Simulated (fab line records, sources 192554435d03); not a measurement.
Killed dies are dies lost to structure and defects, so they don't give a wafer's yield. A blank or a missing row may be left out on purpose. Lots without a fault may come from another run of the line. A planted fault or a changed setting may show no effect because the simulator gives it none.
Chamber matching | flow n5_finfet | N5_FIN_SAQP_ETCH_64 on rie_si-02: 4 sister chambers
The step etches SiO2 in CF4, target depth 1.5 nm. 4 wafers are shown with their chamber, then 7 later ones without.

WAFERS WITH THEIR CHAMBER
wafer  | chamber | throttle_valve_pct (%)
L077.4 | 1       | 21.80
L079.4 | 0       | 22.03
L080.1 | 2       | 22.08
L080.3 | 3       | 21.75

WAFERS WITHOUT THEIR CHAMBER
wafer  | throttle_valve_pct (%)
L080.4 | 22.02
L090.1 | 21.75
L090.4 | 22.06
L090.6 | 21.77
L091.1 | 22.04
L091.2 | 21.77
L091.4 | 22.07

WHICH CHAMBER EACH WENT THROUGH
wafer  | from the rows above     | in truth
L080.4 | 0                       | 0
L090.1 | 3                       | 3
L090.4 | can't be placed: 2 or 0 | 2
L090.6 | can't be placed: 3 or 1 | 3
L091.1 | 0                       | 0
L091.2 | can't be placed: 3 or 1 | 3
L091.4 | 2                       | 2
Placed correctly: 4 of 7. Can't be placed from these rows: 3 (the true chamber is among the candidates in 3). Placed wrongly: 0.
How it was worked out, from the rows above alone: a wafer's distance from a chamber is the root of the sum, over the readings, of the square of ((its reading less the chamber's mean) divided by the reading's scatter). The wafer belongs to the nearest chamber; if the next one is less than 2 further off, it can't be placed. A chamber's mean is the mean of its shown wafers. The scatter: with one shown wafer a chamber, the root of the mean of the squares of how far each hidden wafer lies from its nearest shown one.
